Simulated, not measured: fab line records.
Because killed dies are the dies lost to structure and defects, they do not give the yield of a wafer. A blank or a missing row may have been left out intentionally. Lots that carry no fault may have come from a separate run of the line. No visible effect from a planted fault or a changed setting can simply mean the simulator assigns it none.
A lot that was struck, set against a sound lot	flow nand-harc	14 out of 1302 route steps
Sound: the wafers L577.2, L577.4, L577.6. Struck: wafer L587.1. At the end, the cause is stated.
Each step with rows lists, per side, the tool, then ch with its chambers, then its first start. Under that, the readings that differ: sound wafers	struck wafers	difference of the means	sigmas: that difference in standard deviations of wafers without a fault.
alike: a reading whose means differ by less than 2 such deviations, as well as words and numbers matching on both sides. not compared: withheld readings; readings where some wafer has no value; bounds like >300 that might hide an equal value; numbers whose values overlap and for which the record gives no deviation.
Wherever a step has rows on one side only, a row that says differs or no value, or a row with sigmas, the two part there. Numbers that don't overlap but have no deviation are shown without sigmas and don't part them. A reading missing from all wafers of one side parts the sides only when that side holds two or more wafers.

first, 8 steps without rows for these wafers: NHARC_A_BLC_COAT_02 (time 75 s); NHARC_A_BLC_COAT_03 (time 65 s); NHARC_A_BLC_COAT_04 (resist thk 90 nm); NHARC_A_BLC_SOFTBAKE_05 (time 55 s); NHARC_A_BLC_EBR_06; NHARC_A_BLC_EXPOSE_07 (exposes mask A BLC, target cd 100 nm); NHARC_A_BLC_PEB_08 (peb time 65 s); NHARC_A_BLC_DEVELOP_09 (develop time 35 s).
NHARC_A_BLC_CD_MEAS_10 targets a cd of 100 nm.
  sound on cd-sem-02 ch 0, day 22 10:23; struck on cd-sem-01 ch 0, day 26 20:13
  alike: cd-nm
NHARC_A_BLC_OVL_MEAS_11:
  sound: overlay-02 at day 22 10:28; struck: overlay-01 at day 26 20:17
reading	sound	struck	difference	sigmas
overlay-x-nm (nm)	0.6 1.1 0.7	-1.3	-2.1	-3
  alike: overlay-y-nm
NHARC_A_BLC_INSPECT_12:
  sound: defect-inspect-02 at day 22 10:30; struck: defect-inspect-01 at day 26 20:20
  alike: raw-defect-count
NHARC_A_BLC_DESCUM_15: chemistry O2, time 3 s.
  sound on rie-diel-09 ch 0,1,3, day 22 10:34; struck on rie-diel-02 ch 3, day 26 20:24
  alike: drypump-motor-current-A, mfc-ar-sccm, o2-flow-sccm, oes-product-au, rf-vpp-V, showerhead-plenum-p-Torr, throttle-valve-pct
  not compared: rf-hours-counter-h
NHARC_A_BLC_ETCH_16: etches the open film in CF4, target depth 39 nm, time 65 s.
  sound on rie-diel-09 ch 0,2, day 22 10:39; struck on rie-diel-02 ch 0, day 26 20:30
reading	sound	struck	difference	sigmas
oes-product-au (a.u.)	1.017 0.999 1.003	0.799	-0.207	-26
showerhead-plenum-p-Torr (Torr)	1.88 1.81 1.88	1.71	-0.15	-2
  alike: cf4-flow-sccm, drypump-motor-current-A, mfc-ar-sccm, rf-vpp-V, throttle-valve-pct
  not compared: rf-hours-counter-h
NHARC_A_BLC_ETCH_17: etches the open film in N2/H2, target depth 390 nm, time 609.38 s.
  sound on rie-diel-09 ch 2,3; struck on rie-diel-02 ch 3
  alike: drypump-motor-current-A, mfc-ar-sccm, oes-product-au, rf-vpp-V, showerhead-plenum-p-Torr, throttle-valve-pct
  not compared: rf-hours-counter-h

== WHERE THEY PART ==
At NHARC_A_BLC_OVL_MEAS_11 first; at NHARC_A_BLC_ETCH_16 last (within this record only). Later steps at which nothing parts them and some readings are alike: NHARC_A_BLC_ETCH_17.

WHY: the cause the simulator had injected
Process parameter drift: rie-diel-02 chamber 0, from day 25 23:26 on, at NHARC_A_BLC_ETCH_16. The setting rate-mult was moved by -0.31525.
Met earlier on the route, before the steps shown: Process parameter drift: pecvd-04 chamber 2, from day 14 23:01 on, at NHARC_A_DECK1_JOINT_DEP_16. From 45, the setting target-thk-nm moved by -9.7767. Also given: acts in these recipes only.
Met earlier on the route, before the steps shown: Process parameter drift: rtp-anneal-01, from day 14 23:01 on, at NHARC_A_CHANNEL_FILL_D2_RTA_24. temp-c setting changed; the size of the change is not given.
